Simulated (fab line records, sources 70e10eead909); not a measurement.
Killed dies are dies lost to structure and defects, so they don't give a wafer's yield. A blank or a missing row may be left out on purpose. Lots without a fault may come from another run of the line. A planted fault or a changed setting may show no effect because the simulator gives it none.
Which tool did it? | flow nand_harc | 13 lots, 39 wafers sampled, at 5 steps of a route of 1159

WHAT THE GAUGES READ, wafer by wafer
NHARC_END_SORT_01. Usual: killed_at_array 27, standard deviation 11; killed_at_other 0.7, standard deviation 1.1; killed_at_periphery 3.6, standard deviation 2.4; killed_dies 32, standard deviation 11; killed_open 3.3, standard deviation 1.8; killed_short 2.1, standard deviation 1.5.
lot  | measured     | on        | killed_at_array | killed_at_other | killed_at_periphery | killed_dies | killed_open | killed_short | flag
L844 | day 20 06:16 | prober-01 | 638 15 14       | 1 2 0           | 2 8 2               | 641 25 16   | 7 3 0       | 3 2 1        | OFF

WHICH TOOL RAN EACH LOT (tool, then ch and the chambers of the sampled wafers, then the start)
lot  | NHARC_A_CONTACT_DEP_58          | NHARC_THIN_TSV_CMP_01         | NHARC_THIN_TSV_PVD_19                   | NHARC_THIN_TSV_PVD_51
L839 | pecvd-02 ch 0,1, day 16 18:58   | cmp-03 ch 2,3, day 18 22:31   | pvd_sputter-03, no start                | pvd_sputter-03, no start
L843 | pecvd-02 ch 0,1,2, day 16 23:00 | cmp-04 ch 0,1,3, day 18 23:47 | pvd_sputter-03, no start                | pvd_sputter-03, no start
L840 | pecvd-03 ch 0,1,2, day 17 00:07 | cmp-03 ch 1,2, day 19 00:56   | pvd_sputter-01, no start                | pvd_sputter-01, no start
L844 | pecvd-02 ch 0,2, day 17 11:23   | cmp-04 ch 1,2, day 19 10:16   | pvd_sputter-01, day 20 06:16 or earlier | pvd_sputter-01, day 20 06:16 or earlier
L846 | pecvd-04 ch 0,2, day 18 17:29   | cmp-04 ch 0,1,3, day 20 23:37 | pvd_sputter-01, no start                | pvd_sputter-01, no start
L855 | pecvd-03 ch 0,2, day 19 20:13   | cmp-02 ch 0,1,2, day 21 22:15 | pvd_sputter-02, no start                | pvd_sputter-02, no start
L854 | pecvd-03 ch 0,2, day 20 12:55   | cmp-03 ch 0,1,3, day 22 14:49 | pvd_sputter-03, no start                | pvd_sputter-03, no start
L859 | pecvd-02 ch 0,1, day 20 19:26   | cmp-02 ch 1,3, day 23 07:54   | pvd_sputter-03, no start                | pvd_sputter-03, no start
L857 | pecvd-02 ch 0,1,2, day 21 05:02 | cmp-04 ch 0,1,2, day 23 15:53 | pvd_sputter-03, no start                | pvd_sputter-03, no start
L858 | pecvd-02 ch 0,1,2, day 21 19:12 | cmp-03 ch 0,1, day 23 19:49   | pvd_sputter-02, no start                | pvd_sputter-02, no start
L862 | pecvd-04 ch 0,1,2, day 22 11:41 | cmp-03 ch 0,1, day 24 05:28   | pvd_sputter-02, no start                | pvd_sputter-02, no start
L860 | pecvd-03 ch 0,1,2, day 22 15:28 | cmp-02 ch 1,2,3, day 24 14:05 | pvd_sputter-01, no start                | pvd_sputter-01, no start
L861 | pecvd-03 ch 0,2, day 22 17:31   | cmp-04 ch 0,1, day 24 20:13   | pvd_sputter-01, no start                | pvd_sputter-01, no start
- NHARC_A_CONTACT_DEP_58: deposits SiON, target thk 60 nm.
- NHARC_THIN_TSV_CMP_01: polishes.
- NHARC_THIN_TSV_PVD_19: deposits TaN, target thk 20 nm.
- NHARC_THIN_TSV_PVD_51: deposits Cu, target thk 100 nm.

WHAT THE TOOLS THEMSELVES READ (means of the sampled wafers that have a number; where no wafer has one, the mark that the record gives instead)
NHARC_A_CONTACT_DEP_58. Usual: heater_power_w 780 W, standard deviation 99.
lot  | tool     | heater_power_w (W) | flag
L839 | pecvd-02 | 818                |
L843 | pecvd-02 | 782                |
L840 | pecvd-03 | 788                |
L844 | pecvd-02 | 793                |
L846 | pecvd-04 | 743                |
L855 | pecvd-03 | 809                |
L854 | pecvd-03 | 854                |
L859 | pecvd-02 | 810                |
L857 | pecvd-02 | 802                |
L858 | pecvd-02 | 798                |
L862 | pecvd-04 | 807                |
L860 | pecvd-03 | 734                |
L861 | pecvd-03 | 799                |

NHARC_THIN_TSV_CMP_01. Usual: edge_zone_pressure_frac 0.999, standard deviation 0.0049; motor_current_A 12.0 A, standard deviation 1.1; slurry_flow_ml_min 150.0, standard deviation 0.43.
lot  | tool   | edge_zone_pressure_frac | motor_current_A (A) | slurry_flow_ml_min | flag
L839 | cmp-03 | 0.994                   | 10.4                | 149.8              |
L843 | cmp-04 | 1.003                   | 11.1                | 149.9              |
L840 | cmp-03 | 1.002                   | 11.6                | 150.4              |
L844 | cmp-04 | 0.998                   | 11.9                | 150.0              |
L846 | cmp-04 | 1.003                   | 10.9                | 149.9              |
L855 | cmp-02 | 0.998                   | 12.5                | 149.6              |
L854 | cmp-03 | 0.995                   | 12.2                | 149.8              |
L859 | cmp-02 | 0.997                   | 12.8                | 149.7              |
L857 | cmp-04 | 0.999                   | 11.2                | 150.2              |
L858 | cmp-03 | 0.999                   | 13.6                | 150.3              |
L862 | cmp-03 | 0.995                   | 13.7                | 150.0              |
L860 | cmp-02 | 0.998                   | 11.9                | 149.9              |
L861 | cmp-04 | 0.998                   | 11.4                | 150.1              |

NHARC_THIN_TSV_PVD_19. Usual: throttle_valve_pct 30.0 %, standard deviation 0.73.
lot  | tool           | throttle_valve_pct (%) | flag
L839 | pvd_sputter-03 | 30.0                   |
L843 | pvd_sputter-03 | 30.1                   |
L840 | pvd_sputter-01 | 30.0                   |
L844 | pvd_sputter-01 | 31.1                   |
L846 | pvd_sputter-01 | 30.0                   |
L855 | pvd_sputter-02 | 29.9                   |
L854 | pvd_sputter-03 | 29.7                   |
L859 | pvd_sputter-03 | 29.9                   |
L857 | pvd_sputter-03 | 29.8                   |
L858 | pvd_sputter-02 | 30.2                   |
L862 | pvd_sputter-02 | 29.7                   |
L860 | pvd_sputter-01 | 30.2                   |
L861 | pvd_sputter-01 | 30.3                   |

NHARC_THIN_TSV_PVD_51. Usual: throttle_valve_pct 30.0 %, standard deviation 0.75.
lot  | tool           | throttle_valve_pct (%) | flag
L839 | pvd_sputter-03 | 29.7                   |
L843 | pvd_sputter-03 | 30.2                   |
L840 | pvd_sputter-01 | 30.6                   |
L844 | pvd_sputter-01 | 31.1                   |
L846 | pvd_sputter-01 | 30.7                   |
L855 | pvd_sputter-02 | 29.3                   |
L854 | pvd_sputter-03 | 29.7                   |
L859 | pvd_sputter-03 | 29.9                   |
L857 | pvd_sputter-03 | 29.6                   |
L858 | pvd_sputter-02 | 29.7                   |
L862 | pvd_sputter-02 | 29.8                   |
L860 | pvd_sputter-01 | 30.2                   |
L861 | pvd_sputter-01 | 30.6                   |

THE ANSWER, worked out from the rows above alone
Rule: a lot is off if the mean of its wafers that have a number lies more than 3 standard deviations from the usual mean. A lot without any number at a reading at which 4 lots or more have one is off too. The other lots that the step has rows for count as sound. The gauges are gone through in route order, then the tools' own readings, and for those a lot's mean is taken as printed above. The first step at which some lot is off is used, and at that step the reading that is off furthest; a lot without a number counts as furthest.
Off: L844, at NHARC_END_SORT_01 (killed_at_array). Neither off nor sound, because the step has no rows for them: L839, L843, L840, L846, L855, L854, L859, L857, L858, L862, L860, L861.
A tool fits if, at a process step before that reading, it ran every lot that is off, and no sound lot after the first of them. The gauges at NHARC_END_SORT_01 are tried like those tools. NHARC_THIN_TSV_PVD_19 gives no start for some lots, so the hours and the order of its lots are those of NHARC_END_SORT_01. NHARC_THIN_TSV_PVD_51 gives no start for some lots, so the hours and the order of its lots are those of NHARC_END_SORT_01. Can't be told from this: 4 tools fit, pecvd-02 at NHARC_A_CONTACT_DEP_58, cmp-04 at NHARC_THIN_TSV_CMP_01, pvd_sputter-01 at NHARC_THIN_TSV_PVD_19 and NHARC_THIN_TSV_PVD_51, prober-01 at NHARC_END_SORT_01.

WHAT THE SIMULATOR HAD PUT IN
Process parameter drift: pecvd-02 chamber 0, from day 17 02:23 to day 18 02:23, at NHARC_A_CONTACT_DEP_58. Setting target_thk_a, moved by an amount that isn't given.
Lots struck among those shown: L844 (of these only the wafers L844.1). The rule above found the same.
